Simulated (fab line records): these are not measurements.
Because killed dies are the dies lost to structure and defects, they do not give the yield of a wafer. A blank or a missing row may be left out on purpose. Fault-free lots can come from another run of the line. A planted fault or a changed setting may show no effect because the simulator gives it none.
Which of the tools did it? ; flow n5-finfet ; 14 lots with 42 wafers sampled at 6 steps, on a route of 1938 steps

## WHAT EACH GAUGE READ, for each wafer
N5_BEOL_M12_INSPECT_30: inspects for defects (macro).
lot;measured;on;raw-defect-count
L264;day 11 18:23;defect-inspect-02;2 3 1
L265;day 11 18:44;defect-inspect-01;2 4 1
L268;day 13 19:04;defect-inspect-02;1 3 4
L267;day 14 01:02;defect-inspect-01;3 1 1
L272;day 15 12:40;defect-inspect-02;0 1 5
L273;day 15 21:37;defect-inspect-01;3 2 0
L277;day 16 10:20;defect-inspect-02;2 2 4
L279;day 16 18:53;defect-inspect-02;1 0 1
L266;day 16 19:41;defect-inspect-02;5 4 1
L280;day 17 04:14;defect-inspect-02;1 4 1
L281;day 17 20:33;defect-inspect-02;1 2 3
L282;day 18 00:02;defect-inspect-02;1 3 1
L285;day 18 04:56;defect-inspect-02;2 0 2
L284;day 18 08:38;defect-inspect-02;0 2 1

N5_BEOL_M13_THK_MEAS_01.
lot;measured;on;M13_ILD_THK (nm)
L264;day 11 20:53;film-metro-02;828 842 838
L265;day 11 23:35;film-metro-01;846 826 849
L268;day 14 00:11;film-metro-02;838 830 848
L267;day 14 05:01;film-metro-01;839 838 829
L272;day 15 19:49;film-metro-02;830 827 701
L273;day 16 03:29;film-metro-02;819 820 824
L277;day 16 16:59;film-metro-02;820 826 830
L279;day 16 22:27;film-metro-02;833 843 855
L266;day 16 23:29;film-metro-02;688 838 842
L280;day 17 07:13;film-metro-01;823 837 832
L281;day 18 01:19;film-metro-02;832 846 845
L282;day 18 04:49;film-metro-01;838 820 838
L285;day 18 07:54;film-metro-02;822 834 851
L284;day 18 15:49;film-metro-01;836 844 836

N5_BEOL_M13_OCD_MEAS_35.
lot;measured;on;trench-depth-nm (nm)
L264;day 11 22:51;ocd-02;429 404 403
L265;day 12 01:29;ocd-01;413 412 409
L268;day 14 02:15;ocd-01;409 407 408
L267;day 14 07:03;ocd-02;408 410 407
L272;day 15 21:52;ocd-01;416 396 250
L273;day 16 06:01;ocd-02;421 405 401
L277;day 16 19:21;ocd-01;416 426 414
L279;day 17 00:39;ocd-01;404 404 408
L266;day 17 02:02;ocd-01;245 398 431
L280;day 17 09:29;ocd-01;434 410 409
L281;day 18 03:55;ocd-02;408 424 407
L282;day 18 07:11;ocd-01;395 426 428
L285;day 18 09:56;ocd-02;419 411 421
L284;day 18 17:59;ocd-02;406 428 405

## EACH LOT AND THE TOOL THAT RAN IT (in order: tool; ch and the chambers of the sampled wafers; start)
lot;N5_BEOL_M12_ETCH_67;N5_BEOL_M12_STRIP_37;N5_BEOL_M13_ILD_DEP_00
L264;rie-diel-01 ch 0,3, day 11 18:26;plasma-asher-01 ch 0, day 11 18:58;pecvd-01 ch 0,1, day 11 20:44
L265;rie-diel-03 ch 2,3, day 11 18:59;plasma-asher-01 ch 0,1, day 11 19:31;pecvd-04 ch 0,1, day 11 23:26
L268;rie-diel-03 ch 0,3, day 13 19:08;plasma-asher-02 ch 0,1, day 13 19:40;pecvd-03 ch 0,1, day 14 00:01
L267;rie-diel-03 ch 0,3, day 14 01:07;plasma-asher-02 ch 0,1, day 14 01:39;pecvd-03 ch 0,1,2, day 14 04:55
L272;rie-diel-05 ch 0,1,3, day 15 12:44;plasma-asher-01 ch 0,1, day 15 13:15;pecvd-03 ch 0,1,2, day 15 19:40
L273;rie-diel-03 ch 0,2,3, day 15 21:46;plasma-asher-01 ch 0,1, day 15 22:17;pecvd-01 ch 0,1, day 16 03:20
L277;rie-diel-03 ch 0,2,3, day 16 10:30;plasma-asher-01 ch 0,1, day 16 11:01;pecvd-01 ch 0,1,2, day 16 16:50
L279;rie-diel-01 ch 1,2, day 16 19:13;plasma-asher-01 ch 0,1, day 16 19:44;pecvd-04 ch 0,1, day 16 22:18
L266;rie-diel-01 ch 0,1, day 16 19:45;plasma-asher-02 ch 0,1, day 16 20:17;pecvd-03 ch 0,1,2, day 16 23:19
L280;rie-diel-03 ch 0,3, day 17 04:20;plasma-asher-01 ch 0,1, day 17 04:52;pecvd-04 ch 0,2, day 17 07:04
L281;rie-diel-03 ch 0,2,3, day 17 20:52;plasma-asher-02 ch 0,1, day 17 21:23;pecvd-03 ch 0,2, day 18 01:06
L282;rie-diel-03 ch 0,1,3, day 18 00:37;plasma-asher-01 ch 0,1, day 18 01:14;pecvd-04 ch 0,1, day 18 04:40
L285;rie-diel-01 ch 1,2,3, day 18 05:10;plasma-asher-01 ch 0,1, day 18 05:41;pecvd-01 ch 0,1,2, day 18 07:45
L284;rie-diel-01 ch 0,1,3, day 18 08:42;plasma-asher-02 ch 0,1, day 18 09:13;pecvd-01 ch 0,2, day 18 15:37
- N5_BEOL_M12_ETCH_67: etches SiARC in CF4, target depth 143 nm, time 238.3 s.
- N5_BEOL_M12_STRIP_37: strips in N2/H2.
- N5_BEOL_M13_ILD_DEP_00: deposits SiOC from DEMS/O2, target thk 837.92 nm, time 166.4 s.

## WHAT THE TOOLS THEMSELVES READ (means of the sampled wafers that have a number; where no wafer has one, the mark that the record gives instead)
N5_BEOL_M12_ETCH_67.
lot;tool;drypump-motor-current-A (A);etch-rf-on-time-s (s);oes-product-au (a.u.);rf-vpp-V (V);showerhead-plenum-p-Torr (Torr);throttle-valve-pct (%)
L264;rie-diel-01;5.5;243;0.63;182.7;1.98;15.59
L265;rie-diel-03;6.3;231;0.75;184.5;2.18;15.74
L268;rie-diel-03;5.9;240;0.71;183.9;2.12;15.71
L267;rie-diel-03;5.9;242;0.70;183.3;2.12;15.71
L272;rie-diel-05;5.7;241;0.70;183.1;2.12;15.49
L273;rie-diel-03;6.1;238;0.71;183.5;2.14;15.76
L277;rie-diel-03;6.1;235;0.70;184.1;2.14;15.77
L279;rie-diel-01;5.8;233;0.76;185.0;2.15;15.38
L266;rie-diel-01;6.3;235;0.64;183.4;2.07;15.53
L280;rie-diel-03;5.9;238;0.69;182.9;2.11;15.76
L281;rie-diel-03;6.1;237;0.68;185.1;2.14;15.80
L282;rie-diel-03;6.0;240;0.69;183.6;2.13;15.67
L285;rie-diel-01;5.6;235;0.68;183.2;2.06;15.47
L284;rie-diel-01;5.9;240;0.62;182.8;2.01;15.63

N5_BEOL_M12_STRIP_37.
lot;tool;drypump-motor-current-A (A);heater-power-w (W);oes-product-au (a.u.)
L264;plasma-asher-01;6.1;340;0.795
L265;plasma-asher-01;6.2;352;0.783
L268;plasma-asher-02;5.6;298;0.796
L267;plasma-asher-02;5.6;320;0.801
L272;plasma-asher-01;6.3;356;0.792
L273;plasma-asher-01;6.2;350;0.795
L277;plasma-asher-01;6.2;351;0.799
L279;plasma-asher-01;6.2;348;0.785
L266;plasma-asher-02;5.6;316;0.787
L280;plasma-asher-01;6.2;351;0.779
L281;plasma-asher-02;5.6;293;0.804
L282;plasma-asher-01;6.2;359;0.790
L285;plasma-asher-01;6.2;344;0.791
L284;plasma-asher-02;5.6;320;0.793

N5_BEOL_M13_ILD_DEP_00.
lot;tool;heater-power-w (W);showerhead-plenum-p-Torr (Torr);throttle-valve-pct (%)
L264;pecvd-01;551;5.690;11.2
L265;pecvd-04;573;5.693;12.6
L268;pecvd-03;483;5.692;12.2
L267;pecvd-03;446;5.685;11.8
L272;pecvd-03;505;5.696;11.8
L273;pecvd-01;525;5.684;11.2
L277;pecvd-01;488;5.690;11.6
L279;pecvd-04;588;5.707;13.0
L266;pecvd-03;449;5.701;12.0
L280;pecvd-04;488;5.716;12.1
L281;pecvd-03;464;5.690;11.9
L282;pecvd-04;597;5.688;12.4
L285;pecvd-01;506;5.685;11.5
L284;pecvd-01;433;5.679;11.9

## THE ANSWER, worked out from the rows above alone
Rule: the usual values come from the lots themselves. The widest of any qualifying gaps counts: lots, ordered by their means at a reading, are off when they make up no more than a third of the lots, leave a main group of 4 or more, and stand apart from it by 3 or more times the standard deviation of that group's means. A main group is skipped when, at the precision printed for the reading in the tables above, its means are all equal. A lot without any number at a reading at which 4 lots or more have one is off too. The other lots that the step has rows for count as sound. After the gauges, taken in route order, come the tools' own readings; for these a lot's mean is taken, as printed above. The first step at which some lot is off is used, and at that step the reading that is off furthest; a lot without a number counts as furthest.
Off: L272, L266, at N5_BEOL_M13_THK_MEAS_01 (M13_ILD_THK). The main group: mean 835 nm, standard deviation 6.4.
If a tool, at a process step before that reading, ran all the lots that are off and no sound lot after the first of them, it fits. The gauges at N5_BEOL_M13_THK_MEAS_01 aren't tried: what is off there is off at N5_BEOL_M13_OCD_MEAS_35 too, on other tools, and a gauge's error can't cause that. Not one of the candidates tried fits.

## WHAT THE SIMULATOR PUT IN
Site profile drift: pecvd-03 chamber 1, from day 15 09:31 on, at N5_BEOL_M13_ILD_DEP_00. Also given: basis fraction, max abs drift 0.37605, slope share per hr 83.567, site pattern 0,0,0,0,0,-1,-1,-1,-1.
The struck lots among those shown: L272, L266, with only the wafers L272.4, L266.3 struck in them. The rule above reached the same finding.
